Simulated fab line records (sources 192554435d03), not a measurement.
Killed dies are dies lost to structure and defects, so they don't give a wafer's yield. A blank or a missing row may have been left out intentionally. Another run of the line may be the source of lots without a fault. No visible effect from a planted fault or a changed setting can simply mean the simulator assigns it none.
fab line records	flow n5_finfet	part 1 of 2: steps 1 to 25 of 32
record lots=5	wafers=15	last_day=17
route steps=1938 shown BEOL_M12@1610
lots that met no fault: from a run of the same line without faults
start_h: hours from the record's opening day to when the first of the lot's shown wafers began	wait_h: hours elapsed since this lot's preceding step	" identical to the entry in the row above	L1.1+2: a row that stands for several wafers	- no value present, or no start provided	* or withheld: withheld	< > ~ a bound
route shown NAME@n: NAME is a module with steps in the file, n the number in the route of the first one	usual: the fault-free wafers' mean and standard deviation	same: alike in all rows	chamber/n: place in a boat	sites: per-site readings	_std_site: standard deviation across them	_edge_site: inner sites' mean taken away from outer sites' mean	radius_mm: for every site, how far away it sits from the centre of the wafer	mask NAME#n: copy n	behind: the most recent tool/chamber to have shaped the wafer	hold: reason for holding the lot/hours on hold/outcome of the hold	device: names the non-switching transistor (n, p or np)	end of line: tests run on the same wafers once the route is complete	for a step that has no rows: nothing shown but its recipe	killed: the dies lost at the first sort to structure and to defects; this is not the yield of the wafer	map: shows each die of a wafer: x if killed, . if not, _ if none is there
set.NAME: the setting as run; set.NAME@STEP: as run at that earlier step	model.NAME: the simulator's own value behind a step, which no gauge read
lots at selected steps of the route; one table per step, one row per wafer
services: when a tool's chamber went out of use (start_h, in hours from the record's first day, below 0 if earlier), for how many hours, and the reason
## steps
# step N5_BEOL_M12_DEVELOP_09
# recipe develop_time_s=45	rinse_liquid=diw	dry=air_spin	dev_temp_c=21
# usual developer_temp_C=21.01/0.11
lot.wafer	tool	chamber	start_h	wait_h	developer_temp_C
L077.1	litho_track-04	0	-	-	21.08
L077.3	"	0	"	"	21.04
L077.4	"	0	"	"	21.08
L085.1	litho_track-01	0	-	-	21.07
L085.3	"	0	"	"	21.07
L085.6	"	0	"	"	21.23
L094.4	litho_track-01	0	-	-	21.16
L094.5	"	0	"	"	21.10
L094.6	"	0	"	"	21.11
L095.1	litho_track-05	0	-	-	21.07
L095.4	"	0	"	"	21.24
L095.6	"	0	"	"	20.93
L097.2	litho_track-01	0	-	-	20.93
L097.4	"	0	"	"	20.88
L097.6	"	0	"	"	21.03
# step N5_BEOL_M12_HARDBAKE_14
# recipe temp_c=130	time_s=120
lot.wafer	tool	chamber	start_h	wait_h
L077.1+3+4	litho_track-04	0	-	-
L085.1+3+6	litho_track-01	0	-	-
L094.4+5+6	litho_track-01	0	-	-
L095.1+4+6	litho_track-05	0	-	-
L097.2+4+6	litho_track-01	0	-	-
# step N5_BEOL_M12_CD_MEAS_10
# recipe target_cd_nm=140	landing_energy_ev=500	detector=se_inlens	polarity=opening
# usual cd_nm=140.0/1.6
lot.wafer	tool	chamber	start_h	wait_h	cd_nm
L077.1	cd_sem-01	0	246.49	-	141.3
L077.3	"	0	"	"	139.7
L077.4	"	0	"	"	142.7
L085.1	cd_sem-01	0	295.59	-	142.0
L085.3	"	0	"	"	138.8
L085.6	"	0	"	"	140.3
L094.4	cd_sem-01	0	346.48	-	140.4
L094.5	"	0	"	"	140.5
L094.6	"	0	"	"	140.0
L095.1	cd_sem-02	0	352.32	-	137.7
L095.4	"	0	"	"	138.2
L095.6	"	0	"	"	139.4
L097.2	cd_sem-01	0	366.74	-	140.0
L097.4	"	0	"	"	141.3
L097.6	"	0	"	"	138.5
# step N5_BEOL_M12_OVL_MEAS_11
# recipe points_per_wafer=44
# usual V11_OVL=0/5.5
lot.wafer	tool	chamber	start_h	wait_h	V11_OVL[nm]
L077.1	overlay-02	0	246.52	0.0	14
L077.3	"	0	"	"	3
L077.4	"	0	"	"	3
L085.1	overlay-02	0	295.62	0.0	6
L085.3	"	0	"	"	3
L085.6	"	0	"	"	1
L094.4	overlay-01	0	346.51	0.0	4
L094.5	"	0	"	"	4
L094.6	"	0	"	"	-1
L095.1	overlay-01	0	352.35	0.0	1
L095.4	"	0	"	"	5
L095.6	"	0	"	"	5
L097.2	overlay-01	0	366.77	0.0	-5
L097.4	"	0	"	"	1
L097.6	"	0	"	"	1
# step N5_BEOL_M12_INSPECT_12
# recipe mode=adi	inspect_instrument=macro
# usual raw_defect_count=2.0/1.6
lot.wafer	tool	chamber	start_h	wait_h	raw_defect_count
L077.1	defect_inspect-02	-	246.54	0.0	2
L077.3	"	-	"	"	3
L077.4	"	-	"	"	2
L085.1	defect_inspect-02	-	295.64	0.0	3
L085.3	"	-	"	"	1
L085.6	"	-	"	"	3
L094.4	defect_inspect-02	-	346.53	0.0	3
L094.5	"	-	"	"	3
L094.6	"	-	"	"	1
L095.1	defect_inspect-02	-	352.37	0.0	1
L095.4	"	-	"	"	2
L095.6	"	-	"	"	2
L097.2	defect_inspect-01	-	366.79	0.0	4
L097.4	"	-	"	"	0
L097.6	"	-	"	"	1
# step N5_BEOL_M12_DESCUM_15
# recipe chemistry=O2	time_s=7.9	source_power_w=50	bias_power_w=20	pressure_mtorr=20	rf_frequency_hz=2.712e+07	temp_c=40	o2_flow_sccm=225
# usual drypump_motor_current_A=5.8/0.5	oes_product_au=0.76/0.076	rf_vpp_V=243.4/1	showerhead_plenum_p_Torr=2.11/0.05	throttle_valve_pct=20.6/0.36
lot.wafer	tool	chamber	start_h	wait_h	drypump_motor_current_A	oes_product_au	rf_hours_counter_h	rf_vpp_V	showerhead_plenum_p_Torr	throttle_valve_pct
L077.1	rie_diel-02	2	246.58	0.0	5.1	0.70	205	242.2	2.09	21.0
L077.3	"	0	"	"	6.6	0.83	79	243.9	2.19	20.4
L077.4	"	1	"	"	6.3	0.68	247	242.7	2.05	20.2
L085.1	rie_diel-02	3	295.71	0.1	5.9	0.73	163	242.3	2.09	20.8
L085.3	"	1	"	"	6.2	0.95	10	243.0	2.04	19.8
L085.6	"	2	"	"	5.1	0.69	-	243.8	2.08	21.0
L094.4	rie_diel-02	0	346.64	0.1	6.6	0.79	113	245.0	2.18	20.4
L094.5	"	2	"	"	5.1	0.67	-	242.7	2.08	21.0
L094.6	"	3	"	"	5.9	0.71	-	242.5	2.08	20.8
L095.1	rie_diel-06	2	352.41	0.0	5.5	0.72	187	242.9	2.07	20.4
L095.4	"	0	"	"	6.4	0.98	3	243.3	2.06	20.5
L095.6	"	3	"	"	5.7	0.76	-	241.8	2.10	20.7
L097.2	rie_diel-02	0	366.83	0.0	6.5	0.78	121	244.2	2.18	20.4
L097.4	"	0	"	"	6.5	0.79	-	244.3	2.18	20.4
L097.6	"	1	"	"	6.3	0.89	-	243.4	2.03	19.8
# step N5_BEOL_M12_ETCH_59
# recipe chemistry=N2/H2	target=BARC	target_depth_a=890	overetch_a=267	time_s=67.9	ion_energy_ev=200	pressure_mtorr=30	source_w=840	bias_w=150	n2_flow_sccm=200	h2_flow_sccm=200
# usual drypump_motor_current_A=5.8/0.5	oes_product_au=0.65/0.062	rf_vpp_V=524.4/1.8	showerhead_plenum_p_Torr=2.56/0.063	throttle_valve_pct=18.01/0.29
lot.wafer	tool	chamber	start_h	wait_h	drypump_motor_current_A	oes_product_au	rf_hours_counter_h	rf_vpp_V	showerhead_plenum_p_Torr	throttle_valve_pct
L077.1	rie_diel-02	2	246.61	0.0	5.1	0.61	205	523.6	2.51	18.24
L077.3	"	0	"	"	6.5	0.71	79	528.8	2.70	18.07
L077.4	"	1	"	"	6.3	0.60	247	523.1	2.51	17.83
L085.1	rie_diel-02	3	295.74	0.0	5.9	0.62	163	522.9	2.54	18.32
L085.3	"	1	"	"	6.3	0.80	10	523.6	2.51	17.34
L085.6	"	2	"	"	5.1	0.60	-	523.0	2.50	18.26
L094.4	rie_diel-02	0	346.67	0.0	6.5	0.68	113	526.2	2.69	18.13
L094.5	"	2	"	"	5.1	0.59	-	524.3	2.50	18.29
L094.6	"	3	"	"	5.9	0.61	-	523.6	2.53	18.34
L095.1	rie_diel-06	2	352.44	0.0	5.5	0.62	187	522.7	2.53	17.95
L095.4	"	0	"	"	6.4	0.85	3	522.8	2.49	17.88
L095.6	"	3	"	"	5.7	0.65	-	524.4	2.53	18.09
L097.2	rie_diel-02	0	366.86	0.0	6.5	0.67	121	525.7	2.68	18.14
L097.4	"	0	"	"	6.5	0.67	-	527.1	2.68	18.14
L097.6	"	1	"	"	6.3	0.75	-	522.5	2.50	17.41
# step N5_BEOL_M12_VIA_ETCH_16
# recipe chemistry=C4F8/O2/Ar	target=SiOC	pressure_mtorr=30	source_w=3000	bias_w=700	Ar_flow_sccm=400	C4F8_flow_sccm=15	O2_flow_sccm=8	he_inner_torr=15	he_outer_torr=30	target_depth_a=7248	time_s=withheld	ion_energy_ev=250	ends=cleared
# usual drypump_motor_current_A=5.8/0.5	he_outer_torr=30.00/0.065	oes_product_au=0.68/0.069	rf_vpp_V=666.1/2.2	showerhead_plenum_p_Torr=3.44/0.063	throttle_valve_pct=24.3/0.35
lot.wafer	tool	chamber	start_h	wait_h	drypump_motor_current_A	he_outer_torr	oes_product_au	rf_vpp_V	showerhead_plenum_p_Torr	throttle_valve_pct
L077.1	rie_diel-02	2	246.66	0.0	5.1	29.88	0.63	664.8	3.42	24.8
L077.3	"	0	"	"	6.5	29.97	0.74	669.8	3.57	24.2
L077.4	"	1	"	"	6.3	29.99	0.62	664.0	3.37	24.0
L085.1	rie_diel-02	3	295.80	0.0	5.9	30.02	0.65	666.3	3.41	24.6
L085.3	"	1	"	"	6.3	30.06	0.85	663.6	3.37	23.7
L085.6	"	2	"	"	5.1	29.98	0.63	665.3	3.41	24.8
L094.4	rie_diel-02	0	346.72	0.0	6.5	29.97	0.71	669.9	3.55	24.2
L094.5	"	2	"	"	5.1	29.97	0.61	663.5	3.40	24.8
L094.6	"	3	"	"	5.9	30.00	0.64	667.0	3.40	24.6
L095.1	rie_diel-06	2	352.50	0.0	5.5	29.97	0.64	664.2	3.40	24.2
L095.4	"	0	"	"	6.4	29.96	0.88	664.4	3.36	24.2
L095.6	"	3	"	"	5.7	30.06	0.68	664.6	3.44	24.6
L097.2	rie_diel-02	0	366.91	0.0	6.5	30.11	0.70	669.5	3.54	24.2
L097.4	"	0	"	"	6.5	30.12	0.70	669.8	3.54	24.2
L097.6	"	1	"	"	6.3	29.92	0.82	663.4	3.35	23.7
# step N5_BEOL_M12_STRIP_63
# recipe chemistry=N2/H2	power_w=1000	temp_c=250	h2_frac=0.65	overash_fraction=0.3	pressure_mtorr=1000	n2_flow_sccm=1750	h2_flow_sccm=3250
# usual drypump_motor_current_A=5.5/0.37	heater_power_w=305/11	oes_product_au=0.693/0.0046	strip_time_to_endpoint_s=42.6/0.81
lot.wafer	tool	chamber	start_h	wait_h	drypump_motor_current_A	heater_power_w	oes_product_au	rf_hours_counter_h	strip_time_to_endpoint_s
L077.1	plasma_asher-01	0	246.86	-	4.9	300	0.688	73	42.5
L077.3	"	0	"	"	4.9	295	0.691	-	41.9
L077.4	"	1	"	"	5.3	304	0.693	-	41.1
L085.1	plasma_asher-01	1	296.00	-	5.3	298	0.698	84	42.0
L085.3	"	1	"	"	5.3	299	0.695	-	43.1
L085.6	"	1	"	"	5.3	296	0.693	-	42.4
L094.4	plasma_asher-01	0	346.94	-	4.9	286	0.698	-	42.5
L094.5	"	1	"	"	5.3	305	0.695	-	43.0
L094.6	"	0	"	"	5.0	285	0.689	-	41.4
L095.1	plasma_asher-01	1	352.71	-	5.3	297	0.688	92	43.3
L095.4	"	1	"	"	5.3	301	0.687	-	42.2
L095.6	"	0	"	"	5.0	299	0.699	-	41.4
L097.2	plasma_asher-01	0	367.11	-	5.0	296	0.695	95	43.2
L097.4	"	0	"	"	5.0	285	0.700	-	41.8
L097.6	"	0	"	"	5.0	295	0.695	-	42.5
# step N5_BEOL_M12_STRIP_64
# recipe chemistry=N2/H2	power_w=1000	temp_c=250	h2_frac=0.65	overash_fraction=0.3	pressure_mtorr=withheld	n2_flow_sccm=1750	h2_flow_sccm=3250
# usual drypump_motor_current_A=5.5/0.37	heater_power_w=304/12	oes_product_au=0.714/0.0043	strip_time_to_endpoint_s=31.35/0.073
lot.wafer	tool	chamber	start_h	wait_h	drypump_motor_current_A	heater_power_w	oes_product_au	rf_hours_counter_h	strip_time_to_endpoint_s
L077.1	plasma_asher-01	0	246.92	0.0	4.9	290	0.715	73	31.51
L077.3	"	0	"	"	4.9	287	0.712	-	31.38
L077.4	"	1	"	"	5.3	306	0.716	-	31.50
L085.1	plasma_asher-01	1	296.06	0.0	5.3	297	0.714	84	31.29
L085.3	"	1	"	"	5.3	303	0.717	-	31.29
L085.6	"	1	"	"	5.3	299	0.720	-	31.38
L094.4	plasma_asher-01	0	347.00	0.0	5.0	285	0.728	-	31.30
L094.5	"	1	"	"	5.3	299	0.711	-	31.33
L094.6	"	0	"	"	5.0	291	0.715	-	31.38
L095.1	plasma_asher-01	1	352.77	0.0	5.3	295	0.719	92	31.45
L095.4	"	1	"	"	5.3	301	0.717	-	31.43
L095.6	"	0	"	"	4.9	287	0.707	-	31.40
L097.2	plasma_asher-01	0	367.17	0.0	4.9	293	0.717	95	31.35
L097.4	"	0	"	"	4.9	286	0.709	-	31.34
L097.6	"	0	"	"	4.9	289	0.713	-	31.35
# step N5_BEOL_M12_STRIP_71
# recipe chemistry=post_etch_residue_remover	time_s=60	temp_c=25	remover_ph=withheld	remover_water_wt_pct=withheld	remover_fluoride_wt_pct=withheld
lot.wafer	tool	chamber	start_h	wait_h
L077.1+3+4	wet_bench-02	1,0,5	247.01	0.1
L085.1+3+6	wet_bench-06	6,2,4	296.14	0.1
L094.4+5+6	wet_bench-03	6,4,5	347.07	0.0
L095.1+4+6	wet_bench-03	3,0,2	352.86	0.1
L097.2+4+6	wet_bench-02	7,2,5	367.26	0.1
# step N5_BEOL_M12_SRD_72
# recipe time_s=30	temp_c=23	rinse_liquid=diw	dry=n2_spin	spin_rpm=1500	dry_time_s=30
lot.wafer	tool	chamber	start_h	wait_h
L077.1+3+4	wet_bench-02	1,0,5	247.03	0.0
L085.1+3+6	wet_bench-06	6,2,4	296.16	0.0
L094.4+5+6	wet_bench-03	6,4,5	347.09	0.0
L095.1+4+6	wet_bench-03	3,0,2	352.88	0.0
L097.2+4+6	wet_bench-02	7,2,5	367.28	0.0
# step N5_BEOL_M12_CD_MEAS_17
# recipe target_cd_nm=140	polarity=opening
# usual cd_nm=140.1/1.8
lot.wafer	tool	chamber	start_h	wait_h	cd_nm
L077.1	cd_sem-01	-	247.07	0.0	142.2
L077.3	"	-	"	"	139.6
L077.4	"	-	"	"	142.1
L085.1	cd_sem-02	-	296.20	0.0	142.7
L085.3	"	-	"	"	138.2
L085.6	"	-	"	"	140.8
L094.4	cd_sem-01	-	347.13	0.0	139.3
L094.5	"	-	"	"	141.0
L094.6	"	-	"	"	140.0
L095.1	cd_sem-01	-	352.92	0.0	136.9
L095.4	"	-	"	"	139.4
L095.6	"	-	"	"	138.9
L097.2	cd_sem-02	-	367.32	0.0	139.2
L097.4	"	-	"	"	141.2
L097.6	"	-	"	"	139.8
# step N5_BEOL_M12_COAT_65
# recipe resist=SOC	temp_c=250	time_s=60	spin_rpm=1500	resist_thk_nm=300
lot.wafer	tool	chamber	start_h	wait_h
L077.1+3+4	litho_track-05	0	247.11	0.0
L085.1+3+6	litho_track-04	0	296.24	0.0
L094.4+5+6	litho_track-05	0	347.17	0.0
L095.1+4+6	litho_track-04	0	352.96	0.0
L097.2+4+6	litho_track-05	0	367.35	0.0
# step N5_BEOL_M12_COAT_66
# recipe resist=SiARC	temp_c=220	time_s=60	spin_rpm=1500	resist_thk_nm=110
lot.wafer	tool	chamber	start_h	wait_h
L077.1+3+4	litho_track-05	0	-	-
L085.1+3+6	litho_track-04	0	-	-
L094.4+5+6	litho_track-05	0	-	-
L095.1+4+6	litho_track-04	0	-	-
L097.2+4+6	litho_track-05	0	-	-
# step N5_BEOL_M12_COAT_22
# recipe spin_rpm=2888	resist_thk_nm=300
lot.wafer	tool	chamber	start_h	wait_h
L077.1+3+4	litho_track-05	0	-	-
L085.1+3+6	litho_track-04	0	-	-
L094.4+5+6	litho_track-05	0	-	-
L095.1+4+6	litho_track-04	0	-	-
L097.2+4+6	litho_track-05	0	-	-
# step N5_BEOL_M12_EBR_24
# recipe solvent=PGMEA	ebr_width_mm=1.5
lot.wafer	tool	chamber	start_h	wait_h
L077.1+3+4	litho_track-05	0	-	-
L085.1+3+6	litho_track-04	0	-	-
L094.4+5+6	litho_track-05	0	-	-
L095.1+4+6	litho_track-04	0	-	-
L097.2+4+6	litho_track-05	0	-	-
# step N5_BEOL_M12_SOFTBAKE_23
# recipe temp_c=130	time_s=60
lot.wafer	tool	chamber	start_h	wait_h
L077.1+3+4	litho_track-05	0	-	-
L085.1+3+6	litho_track-04	0	-	-
L094.4+5+6	litho_track-05	0	-	-
L095.1+4+6	litho_track-04	0	-	-
L097.2+4+6	litho_track-05	0	-	-
# step N5_BEOL_M12_EXPOSE_25
# recipe mask_id=M12	na=0.93	source_shape=conventional	sigma_outer=0.4	polarization=unpolarized	dose_mj=21.8
# usual exposure_dose_mJ_cm2=21.777/0.022
lot.wafer	tool	chamber	start_h	wait_h	mask	exposure_dose_mJ_cm2
L077.1	krf_scanner-02	0	247.35	-	M12#0	21.795
L077.3	"	0	"	"	M12#0	21.809
L077.4	"	0	"	"	M12#0	21.746
L085.1	krf_scanner-01	0	296.48	-	M12#0	21.795
L085.3	"	0	"	"	M12#0	21.776
L085.6	"	0	"	"	M12#0	21.822
L094.4	krf_scanner-02	0	347.43	-	M12#0	21.786
L094.5	"	0	"	"	M12#0	21.746
L094.6	"	0	"	"	M12#0	21.800
L095.1	krf_scanner-02	0	353.08	-	M12#0	21.815
L095.4	"	0	"	"	M12#0	21.782
L095.6	"	0	"	"	M12#0	21.772
L097.2	krf_scanner-01	0	367.48	-	M12#0	21.771
L097.4	"	0	"	"	M12#0	21.754
L097.6	"	0	"	"	M12#0	21.758
# step N5_BEOL_M12_PEB_26
# recipe peb_temp_c=130	peb_time_s=90
lot.wafer	tool	chamber	start_h	wait_h
L077.1+3+4	litho_track-05	0	247.41	0.1
L085.1+3+6	litho_track-05	0	296.54	0.1
L094.4+5+6	litho_track-01	0	347.47	0.0
L095.1+4+6	litho_track-01	0	353.13	0.1
L097.2+4+6	litho_track-05	0	367.53	0.0
# step N5_BEOL_M12_DEVELOP_27
# recipe develop_time_s=45	rinse_liquid=diw	dry=air_spin	dev_temp_c=21
# usual developer_temp_C=21.02/0.097
lot.wafer	tool	chamber	start_h	wait_h	developer_temp_C
L077.1	litho_track-05	0	-	-	20.89
L077.3	"	0	"	"	20.86
L077.4	"	0	"	"	20.90
L085.1	litho_track-05	0	-	-	20.88
L085.3	"	0	"	"	21.08
L085.6	"	0	"	"	20.93
L094.4	litho_track-01	0	-	-	21.09
L094.5	"	0	"	"	20.94
L094.6	"	0	"	"	21.12
L095.1	litho_track-01	0	-	-	20.99
L095.4	"	0	"	"	21.21
L095.6	"	0	"	"	21.00
L097.2	litho_track-05	0	-	-	20.98
L097.4	"	0	"	"	20.86
L097.6	"	0	"	"	20.79
# step N5_BEOL_M12_HARDBAKE_32
# recipe temp_c=130	time_s=120
lot.wafer	tool	chamber	start_h	wait_h
L077.1+3+4	litho_track-05	0	-	-
L085.1+3+6	litho_track-05	0	-	-
L094.4+5+6	litho_track-01	0	-	-
L095.1+4+6	litho_track-01	0	-	-
L097.2+4+6	litho_track-05	0	-	-
# step N5_BEOL_M12_CD_MEAS_28
# recipe target_cd_nm=160.2	landing_energy_ev=500	detector=se_inlens	polarity=opening
# usual cd_nm=160.6/1.6
lot.wafer	tool	chamber	start_h	wait_h	cd_nm
L077.1	cd_sem-01	0	247.52	-	159.2
L077.3	"	0	"	"	162.5
L077.4	"	0	"	"	158.8
L085.1	cd_sem-02	0	296.65	-	159.8
L085.3	"	0	"	"	158.1
L085.6	"	0	"	"	160.2
L094.4	cd_sem-03	0	347.58	-	159.8
L094.5	"	0	"	"	160.2
L094.6	"	0	"	"	159.8
L095.1	cd_sem-03	0	353.25	-	160.3
L095.4	"	0	"	"	161.3
L095.6	"	0	"	"	159.3
L097.2	cd_sem-02	0	367.65	-	161.1
L097.4	"	0	"	"	161.6
L097.6	"	0	"	"	159.9
# step N5_BEOL_M12_OVL_MEAS_29
# recipe points_per_wafer=44
# usual M12_OVL=-1/5.3
lot.wafer	tool	chamber	start_h	wait_h	M12_OVL[nm]
L077.1	overlay-02	0	247.55	0.0	2
L077.3	"	0	"	"	-3
L077.4	"	0	"	"	4
L085.1	overlay-01	0	296.68	0.0	-2
L085.3	"	0	"	"	-3
L085.6	"	0	"	"	0
L094.4	overlay-01	0	347.61	0.0	-7
L094.5	"	0	"	"	-3
L094.6	"	0	"	"	-2
L095.1	overlay-02	0	353.28	0.0	7
L095.4	"	0	"	"	4
L095.6	"	0	"	"	0
L097.2	overlay-01	0	367.68	0.0	3
L097.4	"	0	"	"	6
L097.6	"	0	"	"	-1
# step N5_BEOL_M12_INSPECT_30
# recipe mode=adi	inspect_instrument=macro
# usual raw_defect_count=2.1/1.5
lot.wafer	tool	chamber	start_h	wait_h	raw_defect_count
L077.1	defect_inspect-02	-	247.58	0.0	4
L077.3	"	-	"	"	3
L077.4	"	-	"	"	1
L085.1	defect_inspect-01	-	296.71	0.0	0
L085.3	"	-	"	"	0
L085.6	"	-	"	"	5
L094.4	defect_inspect-01	-	347.64	0.0	2
L094.5	"	-	"	"	4
L094.6	"	-	"	"	2
L095.1	defect_inspect-01	-	353.30	0.0	0
L095.4	"	-	"	"	1
L095.6	"	-	"	"	2
L097.2	defect_inspect-01	-	367.70	0.0	2
L097.4	"	-	"	"	0
L097.6	"	-	"	"	1
